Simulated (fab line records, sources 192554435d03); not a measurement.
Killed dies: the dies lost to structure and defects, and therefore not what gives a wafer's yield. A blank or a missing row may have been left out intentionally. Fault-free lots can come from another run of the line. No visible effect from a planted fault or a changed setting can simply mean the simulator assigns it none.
Struck lot and sound lot, side by side || flow n5Finfet || 15 out of 1938 route steps
Sound: these wafers, L866.1, L866.2, L866.5. Struck: wafers L881.4, L881.6. (L881.3 of the same lot was not struck and is left out.) The cause comes at the end.
Per side, at each step with rows, come the tool, then ch with its chambers, and then its first start. Under that, the readings that differ: sound wafers || struck wafers || difference of the means || sigmas: that difference in standard deviations of wafers without a fault.
alike: a reading whose means differ by less than 2 such deviations, as well as words and numbers matching on both sides. not compared: withheld readings; readings where some wafer has no value; bounds like >300 that might hide an equal value; numbers whose values overlap and for which the record gives no deviation.
The two part at a step that has a row with sigmas, a row that says differs or no value, or rows on one side only. Numbers that don't overlap but have no deviation are shown without sigmas and don't part them. Lack of a reading on every wafer of one side parts them only where that side has two or more wafers.

first, 8 steps without rows for these wafers: N5_BEOL_M13_COAT_58 (time 60 s, resist thk 89 nm); N5_BEOL_M13_COAT_04 (resist thk 400 nm); N5_BEOL_M13_EBR_06; N5_BEOL_M13_SOFTBAKE_05 (time 60 s); N5_BEOL_M13_EXPOSE_07 (exposes mask V12); N5_BEOL_M13_PEB_08 (peb time 90 s); N5_BEOL_M13_DEVELOP_09 (develop time 45 s); N5_BEOL_M13_HARDBAKE_14 (time 120 s).
N5_BEOL_M13_CD_MEAS_10: the cd target is 190 nm.
  sound on cdSem-03 ch 0, day 12 17:32; struck on cdSem-02 ch 0, day 16 16:55
  alike: cdNm
N5_BEOL_M13_OVL_MEAS_11:
  sound on overlay-01 ch 0, day 12 17:34; struck on overlay-02 ch 0, day 16 16:56
{"reading": "V12_OVL (nm)", "sound": "3 2 6", "struck": "-6 -13", "difference": -13, "sigmas": -3}
N5_BEOL_M13_INSPECT_12: inspects for defects (macro).
  sound on defectInspect-02 at day 12 17:35; struck on defectInspect-01 at day 16 16:58
  alike: rawDefectCount
N5_BEOL_M13_DESCUM_15: chemistry O2, time 7.9 s.
  sound on rieDiel-06 ch 0,1,2, day 12 17:59; struck on rieDiel-03 ch 0,2, day 16 17:07
  alike: drypumpMotorCurrentA, oesProductAu, rfFwdPowerW, rfVppV, showerheadPlenumPTorr, throttleValvePct
  not compared: rfHoursCounterH
N5_BEOL_M13_ETCH_59: etches BARC in N2/H2, target depth 89 nm, overetch 26.7 nm, time 67.9 s.
  sound on rieDiel-06 ch 0,1,2, day 12 18:01; struck on rieDiel-03 ch 0,2, day 16 17:08
{"reading": "rfFwdPowerW (W)", "sound": "834.3 835.6 835.1", "struck": "- -", "difference": "no value on the struck wafers", "sigmas": ""}
{"reading": "runLengthS (s)", "sound": "90.6 90.2 90.7", "struck": "88.2 87.9", "difference": -2.4, "sigmas": -6}
  alike: drypumpMotorCurrentA, oesProductAu, rfVppV, showerheadPlenumPTorr, throttleValvePct
  not compared: rfHoursCounterH
N5_BEOL_M13_VIA_ETCH_16: etches SiOC in C4F8/O2/Ar, target depth 921.7 nm.
  sound on rieDiel-06 ch 0,1,2, day 12 18:04; struck on rieDiel-03 ch 0,2, day 16 17:12
  alike: drypumpMotorCurrentA, oesProductAu, rfFwdPowerW, rfVppV, showerheadPlenumPTorr, throttleValvePct
N5_PASSIVATION_PROBE_49:
  record: rows for the struck wafers here (prober-01, day 18 07:49), none for the sound ones

WHERE THEY PART
Last at N5_PASSIVATION_PROBE_49 as far as this record goes, first at N5_BEOL_M13_OVL_MEAS_11.

WHY: whatever the simulator had introduced
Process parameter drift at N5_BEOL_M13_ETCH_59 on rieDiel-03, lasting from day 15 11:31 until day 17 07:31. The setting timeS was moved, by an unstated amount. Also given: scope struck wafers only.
